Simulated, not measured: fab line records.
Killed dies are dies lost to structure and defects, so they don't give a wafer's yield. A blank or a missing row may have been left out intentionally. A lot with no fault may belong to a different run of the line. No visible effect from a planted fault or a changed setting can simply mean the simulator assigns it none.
A lot that was struck, set against a sound lot / flow n5-finfet / 33 steps out of a route of 1938
Sound: the wafers L456.2, L456.4, L456.5. The struck wafers were L465.3, L465.5, L465.6. The cause comes at the end.
Each step with rows lists, per side, the tool, then ch with its chambers, then its first start. Under that, the readings that differ: sound wafers / struck wafers / difference of the means / sigmas: that difference in standard deviations of wafers without a fault.
alike: words and numbers the same on both sides, and readings whose means are apart by under 2 such deviations; not compared: readings that were withheld, readings missing a value for some wafer, numbers with overlapping values and no deviation given by the record, and bounds like >300 which may hide the same value.
The two part at a step that has a row with sigmas, a row that says differs or no value, or rows on one side only. When numbers do not overlap yet have no deviation, they are printed without sigmas and do not part them. A reading that every wafer of one side lacks parts them only if that side has two wafers or more.

first, 7 steps without rows for these wafers: N5_SD_ACTIVATION_LSA_01 (time 0.0008 s); N5_ILD0_LINER_00 (material SiNx, target thk 4 nm, pulse time 1 s, purge time 2 s); N5_ILD0_FCVD_FILL_01 (material SiO2 flowable, target thk 200 nm, time 328.3 s); N5_ILD0_CURE_02 (time 1800 s); N5_ILD0_CMP_03 (polishes, stops on SiNx, t overpolish 1.9 s, target thk 197.38 nm); N5_ILD0_CMP_07 (polishes SiO2 flowable, stops on poly-Si, t overpolish 1.18 s, target thk 138.88 nm); N5_ILD0_PRECLEAN_10 (cleans in NF3:NH3, afs cycles 5, time 20 s, sublimation time 60 s).
N5_ILD0_ALD_15: deposits SiNx, target thk 24 nm, pulse time 1 s, ald cycles 480.
  sound on ald-sin-02 ch 0,1,2, day 6 06:56; struck on ald-sin-02 ch 0,2,3, day 8 10:07
  alike: chamber-pressure-Torr, heater-power-w, precursor-pulse-height-rel
then, 24 steps without rows for these wafers: N5_ILD0_CMP_12 (polishes SiNx, stops on poly-Si, t overpolish 6 s, target thk 17.67 nm); N5_SDB_HM_DEP_00 (deposits SiNx from SiH4/NH3/N2, target thk 40 nm, time 35.3 s); N5_SDB_COAT_03 (time 60 s, resist thk 100 nm); N5_SDB_COAT_04 (time 60 s, resist thk 18 nm); N5_SDB_COAT_05 (resist thk 90 nm); N5_SDB_EBR_07; N5_SDB_SOFTBAKE_06 (time 60 s); N5_SDB_EXPOSE_08 (exposes mask SDB); N5_SDB_PEB_09 (peb time 60 s); N5_SDB_DEVELOP_10 (develop time 30 s); N5_SDB_DESCUM_16 (chemistry O2, time 7.9 s); N5_SDB_ETCH_17 (etches SiARC in CF4, target depth 23.4 nm, time 39 s); N5_SDB_ETCH_18 (etches SOC in N2/H2, target depth 100 nm, overetch 20 nm, time 150 s); N5_SDB_STRIP_19 (strips in N2/H2); N5_SDB_STRIP_21 (strips in CF4); N5_SDB_HM_OPEN_20 (chemistry CH3F/O2, target SiNx, stops on poly-Si, target depth 24 nm); N5_SDB_STRIP_22 (strips in N2/H2); N5_SDB_PRECLEAN_23 (cleans in dHF, time 30 s); N5_SDB_DUMMY_REMOVE_24 (chemistry TMAH, target poly-Si, stops on SiO2, target depth 142 nm, time 57 s, rinse time 30 s); N5_SDB_ETCH_25 (etches SiO2 in C4F6/O2, target depth 10 nm, time 3.3 s); N5_SDB_CUT_ETCH_26 (etches Si in HBr/Cl2/O2, target depth 129.6 nm, bt time 20 s, time 51.8 s); N5_SDB_PRECLEAN_38 (cleans in dHF, time 10 s); N5_SDB_PRECLEAN_39 (cleans in O3/DIW, time 45 s); N5_SDB_SRD_28 (time 30 s).
-- the record jumps here: 9 days lie between the struck wafers' starts before and after (it left off in module SDB and takes up again in module PASSIVATION, whose first step shown is number 1936 of the route) --
N5_PASSIVATION_PROBE_49:
  sound on prober-02, day 14 15:10; struck on prober-02, day 17 08:29
reading=defect-limited-yield (%); sound=92.9; struck=85.5 85.1 80.2; difference=-9.3; sigmas=-7
reading=killed-at-front-end; sound=33; struck=97 110 171; difference=+93; sigmas=+8
reading=killed-dies; sound=84; struck=171 176 234; difference=+110; sigmas=+7
reading=sort_bin_5_function (%); sound=4.5; struck=8.6 8.7 11.7; difference=+5.2; sigmas=+5
reading=sort_bin_6_memory (%); sound=2.4; struck=4.1 3.9 4.7; difference=+1.8; sigmas=+3
reading=sort-n-pass; sound=1096; struck=1009 1004 946; difference=-110; sigmas=-7
reading=sort-yield-pct (%); sound=92.9; struck=85.5 85.1 80.2; difference=-9.3; sigmas=-7
  alike: killed_at_M0_to_M3, killed_at_M4_up, killed-at-contacts, killed-at-other, killed-open, killed-short

== WHERE THEY PART ==
Only at N5_PASSIVATION_PROBE_49, as far as this record shows.

WHY: what the simulator had put in
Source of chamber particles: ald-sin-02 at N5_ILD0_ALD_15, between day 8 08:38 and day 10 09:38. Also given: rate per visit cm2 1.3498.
